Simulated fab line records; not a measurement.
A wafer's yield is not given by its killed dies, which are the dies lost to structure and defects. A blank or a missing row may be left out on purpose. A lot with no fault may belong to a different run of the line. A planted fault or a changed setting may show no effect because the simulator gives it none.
fab line records	flow nand-harc
record: lots: 12	wafers: 36	last-day: 33
route steps=1302 shown A_STAIRCASE@639
lots untouched by any fault: they come from a run of this same line in which no faults occurred
start-h: start of the lot's first displayed wafer, in hours after the record's first day	wait-h: hours since the lot's step before	" the same as in the row above	L1.1+2: one row covering several wafers at once	- either no value or no given start	* or withheld: withheld	< > ~ a bound
route shown NAME@n: NAME is a module with steps in the file, n the number in the route of the first one	usual: mean/standard deviation of fault-free wafers	same: alike in all rows	chamber/n: place in a boat	sites: each site's reading	_std_site: the standard deviation of these	_edge_site: mean of outer sites minus mean of inner sites	radius-mm: how far each site lies from the wafer's centre	mask NAME#n: copy n	behind: the tool/chamber that last shaped the wafer	hold: the reason the lot was held/the length of the hold in hours/how it ended	device: whichever transistor did not switch (one of n, p or np)	end of line: at the end of the route, the tests of the same wafers	where a step has no rows: the recipe by itself	killed: the dies lost at the first sort to structure and to defects; this is not the yield of the wafer	map: dies across one wafer; x = killed, . = not, _ = none there
set.NAME: setting as actually run; set.NAME@STEP: the setting as run at that earlier step	model.NAME: the simulator's own value behind a step, which no gauge read
a sample of lots followed through the steps of the route, with each step as a table and each wafer as a row
services: when a tool's chamber went out of use (start-h, in hours from the record's first day, below 0 if earlier), for how many hours, and the reason
== steps ==
step: NHARC_A_STAIRCASE_DEP_156
recipe: target-thk-a: 500	temp-c: 400	target-thk-nm: 50	flow-sccm: 200	rf-w: 450	material: SiNx
usual: heater-power-w: 767/76
lot.wafer	tool	chamber	start-h	wait-h	heater-power-w
L932.2	pecvd-04	0	397.35	0.1	785
L932.3	"	1	"	"	888
L932.4	"	1	"	"	730
L934.1	pecvd-04	1	415.87	0.1	817
L934.3	"	0	"	"	766
L934.6	"	0	"	"	798
L935.2	pecvd-01	1	415.88	0.1	767
L935.3	"	0	"	"	762
L935.6	"	1	"	"	772
L936.1	pecvd-01	0	429.94	0.1	751
L936.2	"	2	"	"	917
L936.5	"	1	"	"	686
L943.1	pecvd-02	0	493.54	0.1	651
L943.4	"	1	"	"	721
L943.5	"	0	"	"	648
L945.2	pecvd-04	0	511.79	0.1	910
L945.4	"	1	"	"	816
L945.6	"	0	"	"	891
L946.1	pecvd-02	2	520.31	0.1	703
L946.6	"	2	"	"	719
L946.4	"	0	"	"	749
L947.2	pecvd-04	0	535.06	0.1	904
L947.1	"	2	"	"	728
L947.4	"	1	"	"	824
L948.1	pecvd-02	2	548.71	0.1	719
L948.2	"	0	"	"	732
L948.5	"	2	"	"	748
L950.2	pecvd-01	0	569.05	0.1	738
L950.3	"	1	"	"	727
L950.5	"	2	"	"	888
L949.3	pecvd-04	2	571.42	0.1	724
L949.2	"	0	"	"	891
L949.4	"	2	"	"	713
L951.2	pecvd-04	2	576.94	0.1	708
L951.3	"	0	"	"	796
L951.1	"	1	"	"	774
step: NHARC_A_STAIRCASE_ETCH_169
recipe: target-depth-a: 500	time-s: 107.1	ion-energy-ev: 120	ch3f-flow-sccm: 50	o2-flow-sccm: 30	ar-flow-sccm: 200	rf-w: 500	bias-w: 100	chemistry: CH3F/O2
usual: bias-w: 100.0/0.31	drypump-motor-current-A: 5.7/0.62	oes-product-au: 0.953/0.019	rf-fwd-power-W: 497.1/1.5	rf-vpp-V: 244.2/1.6	showerhead-plenum-p-Torr: 2.46/0.098	throttle-valve-pct: 20.663/0.0091
lot.wafer	tool	chamber	start-h	wait-h	bias-w	drypump-motor-current-A	oes-product-au	rf-fwd-power-W	rf-hours-counter-h	rf-vpp-V	showerhead-plenum-p-Torr	throttle-valve-pct
L932.3	rie-diel-04	2	398.51	0.2	99.7	6.3	0.955	495.1	15	247.1	2.60	20.652
L932.4	"	3	"	"	100.0	5.9	0.944	495.9	11	243.8	2.42	20.658
L932.2	"	0	"	"	99.9	4.9	0.955	496.9	16	246.2	2.56	20.651
L934.3	rie-diel-13	2	416.83	0.1	100.2	5.1	0.983	497.8	22	241.6	2.32	20.673
L934.1	"	3	"	"	100.2	6.6	0.972	495.9	21	243.0	2.46	20.664
L934.6	"	1	"	"	99.2	5.7	0.971	497.6	-	243.7	2.44	20.662
L935.3	rie-diel-04	1	416.98	0.1	100.5	4.8	0.962	496.2	24	244.4	2.42	20.653
L935.2	"	2	"	"	100.1	6.2	0.978	497.1	17	246.3	2.60	20.646
L935.6	"	1	"	"	100.3	4.8	0.970	498.7	-	242.2	2.42	20.657
L936.1	rie-diel-10	0	431.13	0.1	99.8	6.4	0.921	495.6	0	242.7	2.46	20.652
L936.2	"	1	"	"	100.5	5.1	0.962	498.6	0	243.3	2.43	20.661
L936.5	"	0	"	"	100.3	6.3	0.915	493.9	-	244.4	2.46	20.669
L943.4	rie-diel-10	2	494.79	0.1	100.2	6.3	0.936	496.9	16	247.5	2.65	20.654
L943.1	"	3	"	"	99.9	5.3	0.955	497.2	17	244.5	2.37	20.662
L943.5	"	0	"	"	99.8	6.3	0.918	496.9	-	244.2	2.45	20.658
L945.4	rie-diel-13	2	513.84	1.1	99.6	5.1	0.953	496.6	62	242.2	2.31	20.658
L945.2	"	3	"	"	100.1	6.6	0.923	495.6	62	245.5	2.44	20.643
L945.6	"	3	"	"	100.3	6.6	0.920	496.1	-	243.8	2.44	20.653
L946.4	rie-diel-10	1	521.35	0.1	99.9	5.1	0.969	497.2	24	243.3	2.42	20.662
L946.1	"	2	"	"	100.2	6.3	0.985	497.9	25	247.3	2.65	20.660
L946.6	"	1	"	"	99.8	5.1	0.965	499.5	-	244.2	2.42	20.646
L947.2	rie-diel-13	0	536.20	0.1	100.4	5.9	0.968	499.1	2	243.3	2.32	20.667
L947.1	"	1	"	"	100.0	5.7	0.977	497.7	2	245.0	2.42	20.664
L947.4	"	2	"	"	99.7	5.1	0.971	495.6	2	242.3	2.31	20.665
L948.1	rie-diel-13	0	549.79	0.1	99.6	5.9	0.975	497.2	9	244.0	2.32	20.658
L948.2	"	2	"	"	99.7	5.1	1.002	496.7	7	240.7	2.30	20.669
L948.5	"	0	"	"	99.8	5.9	0.988	494.7	-	240.9	2.32	20.677
L950.3	rie-diel-10	3	570.01	0.1	100.0	5.2	0.957	494.8	49	242.9	2.36	20.680
L950.2	"	0	"	"	99.9	6.3	0.940	496.6	43	244.9	2.44	20.653
L950.5	"	3	"	"	99.6	5.3	0.960	497.2	-	241.8	2.36	20.666
L949.3	rie-diel-04	2	572.59	0.3	100.4	6.3	0.942	497.5	8	244.7	2.59	20.645
L949.4	"	0	"	"	99.8	4.9	0.949	497.5	10	244.4	2.54	20.657
L949.2	"	1	"	"	99.8	4.8	0.951	498.4	8	242.9	2.41	20.667
L951.1	rie-diel-04	3	578.06	0.1	99.3	5.9	0.984	499.4	11	243.2	2.40	20.668
L951.3	"	0	"	"	99.6	4.9	0.976	498.9	12	245.3	2.54	20.665
L951.2	"	1	"	"	100.2	4.8	0.976	495.5	9	243.2	2.41	20.646
step: NHARC_A_STAIRCASE_ETCH_13
recipe: target-depth-a: 1000	time-s: 40.5	ion-energy-ev: 400	c4f8-flow-sccm: 20	o2-flow-sccm: 10	ar-flow-sccm: withheld	rf-w: 600	bias-w: 1000	chemistry: C4F8/O2
usual: bias-w: 999.8/2.8	oes-product-au: 0.945/0.016	rf-fwd-power-W: 592.5/2.4	rf-vpp-V: 894/4.7
lot.wafer	tool	chamber	start-h	wait-h	bias-w	oes-product-au	rf-fwd-power-W	rf-hours-counter-h	rf-vpp-V
L932.4	rie-diel-13	2	400.38	-	998.1	0.946	592.2	19	889
L932.3	"	0	"	"	997.0	0.951	592.9	16	889
L932.2	"	1	"	"	998.3	0.950	594.2	18	895
L934.3	rie-diel-13	0	418.81	-	1003.4	1.047	686.5	21	889
L934.1	"	2	"	"	1002.9	1.042	687.5	22	889
L934.6	"	3	"	"	998.7	1.027	686.9	-	896
L935.3	rie-diel-10	1	419.10	-	1001.5	0.927	595.2	58	893
L935.2	"	2	"	"	999.5	0.919	591.0	57	886
L935.6	"	2	"	"	999.1	0.910	592.1	-	887
L936.1	rie-diel-13	3	433.36	-	1000.4	1.021	689.9	27	896
L936.2	"	0	"	"	1000.4	1.064	688.9	26	890
L936.5	"	1	"	"	996.8	1.075	687.2	-	894
L943.1	rie-diel-04	1	496.65	-	1001.2	0.954	594.1	48	895
L943.4	"	2	"	"	993.4	0.956	591.8	42	902
L943.5	"	0	"	"	999.4	0.942	594.1	-	902
L945.4	rie-diel-13	3	516.34	-	1003.1	0.953	588.4	63	895
L945.2	"	1	"	"	1003.1	0.957	596.2	62	893
L945.6	"	3	"	"	1002.5	0.949	590.2	-	896
L946.4	rie-diel-04	3	523.34	-	998.6	0.939	592.4	54	893
L946.1	"	0	"	"	994.2	0.965	595.1	56	900
L946.6	"	0	"	"	999.2	0.964	594.8	-	900
L947.4	rie-diel-13	0	541.38	-	1002.7	0.969	592.3	7	891
L947.1	"	2	"	"	1000.5	0.964	592.9	4	888
L947.2	"	3	"	"	996.2	0.943	589.3	5	894
L948.2	rie-diel-04	1	551.65	-	1001.3	0.951	591.8	3	893
L948.1	"	2	"	"	999.6	0.954	594.8	3	903
L948.5	"	1	"	"	995.7	0.961	597.1	-	894
L950.3	rie-diel-04	3	571.99	-	1000.6	0.963	591.8	9	893
L950.2	"	1	"	"	1002.8	0.955	596.2	8	894
L950.5	"	3	"	"	996.0	0.959	591.3	-	893
L949.4	rie-diel-10	1	574.58	-	1000.4	0.932	592.4	40	893
L949.3	"	3	"	"	1004.3	0.949	592.8	50	891
L949.2	"	0	"	"	1000.9	0.912	588.8	45	894
L951.2	rie-diel-10	2	580.07	-	1000.1	0.947	592.2	47	905
L951.3	"	3	"	"	994.5	0.924	591.1	52	890
L951.1	"	1	"	"	999.9	0.927	594.8	42	894
step: NHARC_A_STAIRCASE_TRIM_14
recipe: time-s: 211.2	o2-flow-sccm: 500	ar-flow-sccm: 0	bias-w: 0	chemistry: O2
usual: drypump-motor-current-A: 5.7/0.59	oes-product-au: 1.000/0.015	rf-vpp-V: 57.7/0.9	showerhead-plenum-p-Torr: 3.49/0.13	throttle-valve-pct: 17.036/0.0085
same: bias-w: 0
lot.wafer	tool	chamber	start-h	wait-h	drypump-motor-current-A	oes-product-au	rf-hours-counter-h	rf-vpp-V	showerhead-plenum-p-Torr	throttle-valve-pct
L932.2	rie-diel-13	3	-	-	6.6	0.987	17	57.3	3.53	17.051
L932.3	"	0	"	"	5.9	1.003	16	59.0	3.37	17.036
L932.4	"	2	"	"	5.1	1.010	19	58.1	3.34	17.037
L934.3	rie-diel-13	2	-	-	5.1	1.015	22	57.3	3.34	17.027
L934.1	"	3	"	"	6.6	0.996	22	56.9	3.52	17.032
L934.6	"	1	"	"	5.7	1.010	-	57.3	3.50	17.052
L935.2	rie-diel-10	0	-	-	6.3	0.999	53	57.9	3.52	17.030
L935.3	"	3	"	"	5.3	1.008	53	57.1	3.42	17.038
L935.6	"	1	"	"	5.1	0.992	-	57.6	3.49	17.036
L936.2	rie-diel-13	1	-	-	5.7	1.010	27	56.3	3.50	17.026
L936.1	"	2	"	"	5.1	1.023	27	58.8	3.34	17.030
L936.5	"	1	"	"	5.8	1.020	-	58.4	3.50	17.031
L943.1	rie-diel-04	1	-	-	4.8	1.005	48	58.3	3.47	17.048
L943.4	"	2	"	"	6.3	1.016	42	57.5	3.72	17.037
L943.5	"	2	"	"	6.3	1.012	-	56.3	3.72	17.042
L945.2	rie-diel-13	3	-	-	6.6	0.987	63	57.6	3.50	17.039
L945.4	"	2	"	"	5.1	1.001	63	56.7	3.32	17.047
L945.6	"	3	"	"	6.6	0.982	-	58.2	3.50	17.030
L946.1	rie-diel-04	0	-	-	4.9	0.994	56	58.1	3.65	17.044
L946.4	"	1	"	"	4.8	0.985	56	59.0	3.46	17.032
L946.6	"	2	"	"	6.2	1.006	-	59.0	3.71	17.038
L947.2	rie-diel-13	1	-	-	5.7	1.007	7	55.5	3.48	17.029
L947.1	"	3	"	"	6.6	0.989	5	57.7	3.50	17.038
L947.4	"	0	"	"	5.9	1.020	7	57.1	3.34	17.011
L948.2	rie-diel-04	1	-	-	4.8	1.009	3	57.8	3.46	17.039
L948.1	"	0	"	"	4.9	0.998	3	57.7	3.65	17.034
L948.5	"	1	"	"	4.8	1.003	-	56.3	3.46	17.031
L950.2	rie-diel-04	2	-	-	6.3	0.990	7	58.0	3.70	17.039
L950.3	"	0	"	"	4.9	0.980	10	56.8	3.64	17.028
L950.5	"	2	"	"	6.2	1.000	-	57.4	3.70	17.041
L949.2	rie-diel-10	2	-	-	6.3	0.998	46	58.1	3.78	17.026
L949.4	"	0	"	"	6.3	0.966	45	58.2	3.50	17.028
L949.3	"	1	"	"	5.1	0.990	40	59.5	3.46	17.032
L951.3	rie-diel-10	2	-	-	6.3	0.996	47	59.2	3.78	17.041
L951.2	"	3	"	"	5.3	0.988	52	59.8	3.39	17.020
L951.1	"	1	"	"	5.1	0.995	42	57.7	3.46	17.044
== services ==
tool	chamber	start-h	hours	kind
rie-diel-13	0	378.34	-	clean
rie-diel-13	1	378.34	-	clean
rie-diel-13	2	378.34	-	clean
rie-diel-13	3	378.34	-	clean
rie-diel-04	3	381.58	7.2	repair
rie-diel-13	0	402.84	-	clean
rie-diel-13	1	402.84	-	clean
rie-diel-13	2	402.84	-	clean
rie-diel-13	3	402.84	-	clean
pecvd-02	-	408.03	13.0	pm
rie-diel-10	-	419.56	9.0	pm
rie-diel-13	0	427.40	-	clean
rie-diel-13	1	427.40	-	clean
rie-diel-13	2	427.40	-	clean
rie-diel-13	3	427.40	-	clean
pecvd-02	-	430.37	0.3	repair
pecvd-04	-	450.00	13.0	pm
rie-diel-13	0	452.52	-	clean
rie-diel-13	1	452.52	-	clean
pecvd-01	-	492.34	13.0	pm
rie-diel-13	-	521.84	9.0	pm
rie-diel-04	-	531.98	9.0	pm
rie-diel-10	1	556.92	5.6	repair
pecvd-02	0	569.85	11.1	repair
== key ==
first-sign: step: NHARC_A_STAIRCASE_ETCH_13	reading: rf-fwd-power-W	direction: up	sigmas: 40	usual: *	struck: *
effect: step: NHARC_A_STAIRCASE_ETCH_13	reading: oes-product-au	direction: up	sigmas: 6.1	usual: 0.945	struck: 1.046
met-at NHARC_A_STAIRCASE_ETCH_13
struck-lots L934,L936
tester-left-out L934,L936
not-acting-at NHARC_A_STAIRCASE_DEP_156,NHARC_A_STAIRCASE_ETCH_169,NHARC_A_STAIRCASE_TRIM_14
onset-between 400.38 418.81
fault: kind: process-parameter-drift	tool: rie-diel-13	chamber: -	onset-h: 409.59	steps: NHARC_A_STAIRCASE_ETCH_13	channel: rf-w	offset: *	shape: step	end-h: 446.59	acts-in: *	stated: *
tester-left-out: of these lots the tester's yield and bins aren't shown, on N5 and GAA mostly nor the transistor test; their killed dies are dies lost to structure and defects alone, not to doping, threshold or leakage, so they don't give the yield
